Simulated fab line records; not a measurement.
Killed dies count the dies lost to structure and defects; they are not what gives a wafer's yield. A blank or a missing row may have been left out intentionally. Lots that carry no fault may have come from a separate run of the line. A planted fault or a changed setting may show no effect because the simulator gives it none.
fab line records	flow nand-harc
record: lots: 12	wafers: 36	last-day: 33
route steps=1302 shown P_ZERO_WELL@56 P_STI@88 P_GATE@143
lots that met no fault: taken from a fault-free run of the same line
start-h: hours from the record's first day to the start of the lot's first wafer shown	wait-h: time in hours since the lot's previous step	" unchanged from the row above	L1.1+2: a row that stands for several wafers	- no value, or no start was given	* or withheld: withheld	< > ~ a bound
route shown NAME@n: names a module that has steps shown in the file, with the first one's number in the route	usual: mean/standard deviation taken from wafers without a fault	same: alike in all rows	chamber/n: place in a boat	sites: the reading at each site	_std_site: how widely they spread, as a standard deviation	_edge_site: inner sites' mean taken away from outer sites' mean	radius-mm: how far each site lies from the wafer's centre	mask NAME#n: copy n	behind: tool/chamber where the wafer was last shaped	hold: the reason the lot was held/the length of the hold in hours/how it ended	device: transistor that didn't switch, given as n, p or np	end of line: the tests these same wafers got at the end of their route	where a step has no rows: the recipe by itself	killed: not the wafer's yield, but the dies lost to structure and defects at the first sort	map: shows each die of a wafer: x if killed, . if not, _ if none is there
set.NAME: setting as actually run; set.NAME@STEP: the setting as run at that earlier step	model.NAME: the simulator's own value behind a step, which no gauge read
steps of the route over a sample of lots; a table a step, a row a wafer
services: a tool's chamber out of use, with start hour (start-h, from the record's first day; less than 0 if before it), hours out, and reason
== steps ==
step: NHARC_P_ZERO_WELL_EXPOSE_49
recipe: na: 0.6	target-cd-nm: 2000	dose-mj: 22.64	mask-id: P_HVPW
lot.wafer	tool	chamber	start-h	wait-h	mask
L340.1+4+5	krf-scanner-02	0	25.57	-	P_HVPW#0
L342.2+3+4	krf-scanner-01	0	46.21	-	P_HVPW#0
L343.2+5+6	krf-scanner-04	0	55.58	-	P_HVPW#0
L344.1+3+5	krf-scanner-01	0	65.59	-	P_HVPW#0
L345.3+5+6	krf-scanner-02	0	75.56	-	P_HVPW#0
L346.4+5+6	krf-scanner-02	0	85.67	-	P_HVPW_R1#0
L356.1+3+6	krf-scanner-02	0	185.67	-	P_HVPW#0
L357.1+3+4	krf-scanner-01	0	196.13	-	P_HVPW#0
L360.1+4+5	krf-scanner-02	0	225.58	-	P_HVPW#0
L361.2+5+6	krf-scanner-01	0	235.47	-	P_HVPW#0
L362.1+5+6	krf-scanner-04	0	245.61	-	P_HVPW#0
L363.1+4+5	krf-scanner-02	0	255.58	-	P_HVPW#0
step: NHARC_P_ZERO_WELL_CD_MEAS_52
recipe: target-cd-nm: 2000	landing-energy-ev: 500
usual: cd-nm: 1999.4/2.1
lot.wafer	tool	chamber	start-h	wait-h	cd-nm
L340.1	cd-sem-01	0	25.73	-	2003.6
L340.4	"	0	"	"	2000.8
L340.5	"	0	"	"	2003.4
L342.2	cd-sem-02	0	46.36	-	2001.1
L342.3	"	0	"	"	2001.4
L342.4	"	0	"	"	1997.9
L343.2	cd-sem-03	0	55.73	-	2000.3
L343.5	"	0	"	"	1999.3
L343.6	"	0	"	"	1999.3
L344.1	cd-sem-03	0	65.74	-	1999.4
L344.3	"	0	"	"	2003.0
L344.5	"	0	"	"	1998.1
L345.3	cd-sem-03	0	75.70	-	1996.9
L345.5	"	0	"	"	1999.1
L345.6	"	0	"	"	1999.7
L346.4	cd-sem-01	0	85.81	-	1960.0
L346.5	"	0	"	"	1958.9
L346.6	"	0	"	"	1956.4
L356.1	cd-sem-01	0	185.83	-	1996.9
L356.3	"	0	"	"	1999.4
L356.6	"	0	"	"	1999.0
L357.1	cd-sem-02	0	196.30	-	1995.9
L357.3	"	0	"	"	1998.3
L357.4	"	0	"	"	1997.6
L360.1	cd-sem-02	0	225.73	-	2000.6
L360.4	"	0	"	"	1998.0
L360.5	"	0	"	"	2001.3
L361.2	cd-sem-03	0	235.62	-	1997.8
L361.5	"	0	"	"	2002.6
L361.6	"	0	"	"	1999.6
L362.1	cd-sem-03	0	245.76	-	1997.7
L362.5	"	0	"	"	2002.1
L362.6	"	0	"	"	1998.3
L363.1	cd-sem-03	0	255.74	-	1998.1
L363.4	"	0	"	"	2001.0
L363.5	"	0	"	"	1997.2
step: NHARC_P_ZERO_WELL_DESCUM_54
recipe: time-s: 3	o2-flow-sccm: 200	ar-flow-sccm: 0	bias-power-w: 0	chemistry: O2
usual: drypump-motor-current-A: 5.8/0.43	oes-product-au: 0.995/0.011	rf-vpp-V: 57.6/0.87	showerhead-plenum-p-Torr: 1.88/0.068	throttle-valve-pct: 11.310/0.0095
lot.wafer	tool	chamber	start-h	wait-h	drypump-motor-current-A	oes-product-au	rf-hours-counter-h	rf-vpp-V	showerhead-plenum-p-Torr	throttle-valve-pct
L340.4	rie-diel-04	3	25.89	-	5.6	0.984	6	57.1	1.82	11.310
L340.1	"	0	"	"	6.6	1.006	4	58.0	1.98	11.302
L340.5	"	0	"	"	6.6	1.011	-	58.4	1.98	11.294
L342.4	rie-diel-04	2	46.53	-	5.6	0.993	13	57.3	1.91	11.316
L342.2	"	3	"	"	5.6	0.977	13	56.9	1.82	11.313
L342.3	"	0	"	"	6.6	1.006	9	57.9	1.98	11.303
L343.2	rie-diel-11	0	55.92	-	6.2	0.994	49	59.5	1.92	11.308
L343.5	"	2	"	"	5.5	1.015	-	59.1	1.82	11.303
L343.6	"	3	"	"	5.4	1.001	-	58.4	1.78	11.308
L344.1	rie-diel-04	0	66.12	-	6.6	1.015	16	57.7	1.98	11.319
L344.3	"	1	"	"	5.7	0.983	16	58.0	1.96	11.313
L344.5	"	3	"	"	5.6	1.002	-	55.6	1.81	11.295
L345.3	rie-diel-04	3	75.88	-	5.6	0.992	23	56.5	1.81	11.312
L345.6	"	1	"	"	5.6	1.013	-	57.1	1.96	11.304
L345.5	"	2	"	"	5.6	1.022	-	56.0	1.90	11.331
L346.4	rie-diel-04	3	86.00	-	5.6	0.992	25	57.2	1.81	11.307
L346.5	"	0	"	"	6.6	1.020	-	58.5	1.98	11.301
L346.6	"	1	"	"	5.7	0.995	-	56.1	1.96	11.298
L356.3	rie-diel-05	3	186.37	-	5.8	0.993	48	57.7	1.82	11.316
L356.1	"	1	"	"	5.3	0.990	45	57.9	1.85	11.313
L356.6	"	3	"	"	5.8	1.000	-	59.4	1.82	11.315
L357.4	rie-diel-05	2	196.46	-	6.2	0.986	53	57.5	1.97	11.303
L357.3	"	3	"	"	5.8	0.988	52	56.8	1.82	11.316
L357.1	"	0	"	"	6.7	0.976	49	57.7	1.81	11.320
L360.4	rie-diel-11	0	225.93	-	6.3	1.005	44	57.1	1.90	11.327
L360.1	"	1	"	"	5.8	0.992	49	58.3	1.87	11.320
L360.5	"	1	"	"	5.8	0.990	-	57.5	1.87	11.297
L361.2	rie-diel-11	3	235.84	-	5.4	0.996	45	57.2	1.76	11.301
L361.6	"	2	"	"	5.5	1.008	-	56.8	1.81	11.334
L361.5	"	3	"	"	5.4	1.002	-	57.3	1.76	11.289
L362.1	rie-diel-05	0	245.95	-	6.7	1.016	1	56.4	1.81	11.299
L362.5	"	2	"	"	6.2	0.996	-	57.9	1.96	11.307
L362.6	"	3	"	"	5.8	0.986	-	57.7	1.82	11.311
L363.1	rie-diel-04	3	255.91	-	5.6	1.005	23	57.2	1.79	11.328
L363.4	"	0	"	"	6.6	1.020	21	56.5	1.96	11.301
L363.5	"	3	"	"	5.6	1.005	-	57.4	1.79	11.322
step: NHARC_P_STI_ETCH_42
recipe: target-depth-a: 800	overetch-a: 240	time-s: 61	ion-energy-ev: 200	n2-flow-sccm: 150	h2-flow-sccm: 150	ar-flow-sccm: 0	rf-w: 400	bias-w: 150	chemistry: N2/H2
usual: drypump-motor-current-A: 5.9/0.39	oes-product-au: 1.003/0.0097	rf-vpp-V: 431.1/2.9	showerhead-plenum-p-Torr: 2.06/0.098	throttle-valve-pct: 14.171/0.009
lot.wafer	tool	chamber	start-h	wait-h	drypump-motor-current-A	oes-product-au	rf-hours-counter-h	rf-vpp-V	showerhead-plenum-p-Torr	throttle-valve-pct
L340.4	rie-diel-06	3	46.33	0.1	6.1	1.014	5.0	432.8	2.12	14.163
L340.1	"	1	"	"	5.6	0.990	5.0	433.6	2.14	14.143
L340.5	"	3	"	"	6.0	1.020	-	432.6	2.11	14.181
L342.2	rie-diel-08	0	65.01	0.1	5.5	1.006	3.3	427.2	1.91	14.173
L342.3	"	3	"	"	6.3	1.021	2.9	435.2	2.20	14.180
L342.4	"	3	"	"	6.3	1.019	-	434.7	2.20	14.167
L343.2	rie-diel-06	1	74.39	0.1	5.6	1.001	6.5	433.4	2.14	14.180
L343.6	"	0	"	"	5.7	1.003	-	432.4	2.08	14.153
L343.5	"	1	"	"	5.5	0.999	-	432.6	2.14	14.171
L344.1	rie-diel-10	1	83.15	0.1	6.2	0.999	0.4	432.3	2.09	14.167
L344.3	"	2	"	"	5.9	0.997	0.6	427.8	1.91	14.166
L344.5	"	0	"	"	5.4	1.012	-	435.8	2.17	14.200
L345.3	rie-diel-08	1	92.93	0.1	6.2	1.006	6.2	430.1	1.97	14.173
L345.5	"	3	"	"	6.3	1.011	-	435.2	2.20	14.171
L345.6	"	0	"	"	5.5	0.995	-	426.7	1.91	14.174
L346.5	rie-diel-06	0	103.71	0.1	5.7	1.004	-	430.5	2.08	14.184
L346.6	"	1	"	"	5.6	0.989	-	433.7	2.14	14.182
L346.4	"	2	"	"	6.7	1.006	-	431.2	2.04	14.183
L356.3	rie-diel-10	0	203.45	0.1	5.3	1.012	5.4	433.5	2.17	14.177
L356.1	"	2	"	"	5.9	0.987	5.5	427.9	1.91	14.179
L356.6	"	0	"	"	5.3	1.015	-	434.2	2.17	14.167
L357.4	rie-diel-10	1	213.24	0.1	6.3	1.003	5.8	431.5	2.09	14.183
L357.3	"	2	"	"	5.9	0.984	5.7	427.5	1.91	14.178
L357.1	"	3	"	"	5.9	1.005	5.4	432.0	2.09	14.183
L360.4	rie-diel-08	2	243.80	0.1	5.6	0.990	4.1	429.8	2.02	14.163
L360.1	"	3	"	"	6.3	0.985	4.0	436.3	2.19	14.176
L360.5	"	1	"	"	6.2	0.998	-	427.2	1.96	14.175
L361.2	rie-diel-08	0	257.38	0.1	5.5	0.995	6.2	426.5	1.90	14.162
L361.6	"	3	"	"	6.3	0.986	-	435.7	2.19	14.183
L361.5	"	0	"	"	5.5	0.988	-	427.3	1.90	14.169
L362.1	rie-diel-10	0	264.17	0.1	5.3	0.990	0.9	434.5	2.17	14.174
L362.6	"	0	"	"	5.4	1.012	-	433.8	2.17	14.169
L362.5	"	1	"	"	6.3	1.000	-	431.3	2.09	14.184
L363.1	rie-diel-08	2	272.71	0.1	5.6	0.987	6.0	429.7	2.02	14.176
L363.4	"	3	"	"	6.3	0.986	6.6	435.5	2.19	14.161
L363.5	"	3	"	"	6.3	0.998	-	435.8	2.19	14.169
step: NHARC_P_GATE_INSPECT_28
usual: raw-defect-count: 5.9/2.6
lot.wafer	tool	chamber	start-h	wait-h	raw-defect-count
L340.1	defect-inspect-01	-	97.08	0.0	9
L340.4	"	-	"	"	9
L340.5	"	-	"	"	4
L342.2	defect-inspect-02	-	117.37	0.0	4
L342.3	"	-	"	"	9
L342.4	"	-	"	"	4
L343.2	defect-inspect-02	-	122.26	0.0	9
L343.5	"	-	"	"	3
L343.6	"	-	"	"	10
L344.1	defect-inspect-02	-	133.80	0.0	9
L344.3	"	-	"	"	1
L344.5	"	-	"	"	5
L345.3	defect-inspect-01	-	144.37	0.0	5
L345.5	"	-	"	"	4
L345.6	"	-	"	"	7
L346.4	defect-inspect-01	-	160.50	0.0	5
L346.5	"	-	"	"	4
L346.6	"	-	"	"	1
L356.1	defect-inspect-01	-	260.22	0.0	4
L356.3	"	-	"	"	4
L356.6	"	-	"	"	5
L357.1	defect-inspect-01	-	263.18	0.0	4
L357.3	"	-	"	"	5
L357.4	"	-	"	"	5
L360.1	defect-inspect-02	-	294.25	0.0	6
L360.4	"	-	"	"	9
L360.5	"	-	"	"	9
L361.2	defect-inspect-02	-	311.01	0.0	9
L361.5	"	-	"	"	6
L361.6	"	-	"	"	6
L362.1	defect-inspect-02	-	314.88	0.0	8
L362.5	"	-	"	"	6
L362.6	"	-	"	"	0
L363.1	defect-inspect-02	-	322.78	0.0	7
L363.4	"	-	"	"	6
L363.5	"	-	"	"	4
== services ==
tool	chamber	start-h	hours	kind
rie-diel-08	-	13.80	9.0	pm
krf-scanner-01	-	15.56	8.7	repair
rie-diel-05	3	26.21	5.3	repair
rie-diel-05	-	43.15	0.7	repair
rie-diel-10	-	50.59	12.3	repair
rie-diel-08	2	62.54	4.6	repair
rie-diel-10	-	65.50	9.0	pm
krf-scanner-02	-	94.00	4.0	pm
rie-diel-08	1	98.42	3.5	repair
krf-scanner-02	-	105.76	0.1	repair
rie-diel-08	2	129.59	10.0	repair
krf-scanner-01	-	140.00	4.0	pm
rie-diel-04	1	149.36	2.1	repair
krf-scanner-01	-	165.13	0.3	repair
rie-diel-04	-	180.72	9.0	pm
rie-diel-08	-	190.80	9.0	pm
krf-scanner-01	-	190.88	0.3	repair
rie-diel-10	1	202.73	5.1	repair
rie-diel-04	1	213.66	2.2	repair
krf-scanner-02	-	224.86	0.3	repair
rie-diel-08	-	235.63	0.2	repair
krf-scanner-02	-	266.00	4.0	pm
rie-diel-10	-	267.09	0.6	repair
rie-diel-08	-	267.18	4.9	repair
== key ==
first-sign: step: NHARC_P_ZERO_WELL_EXPOSE_49	reading: mask	direction: changed
effect: step: NHARC_P_ZERO_WELL_CD_MEAS_52	reading: cd-nm	direction: down	sigmas: 19	usual: 1999.4	struck: 1958.5
met-at NHARC_P_ZERO_WELL_EXPOSE_49
struck-lots L346
tester-left-out L346
not-acting-at NHARC_P_ZERO_WELL_DESCUM_54,NHARC_P_STI_ETCH_42,NHARC_P_GATE_INSPECT_28
onset-between 75.56 85.67
fault: kind: wrong-mask	tool: any	chamber: -	onset-h: 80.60	steps: NHARC_P_ZERO_WELL_EXPOSE_49	aux-copy: P_HVPW_R1#0	cd-offset-nm: -40.376	scope: struck-lots-only
tester-left-out: of these lots the tester's yield and bins aren't shown, on N5 and GAA mostly nor the transistor test; their killed dies are dies lost to structure and defects alone, not to doping, threshold or leakage, so they don't give the yield
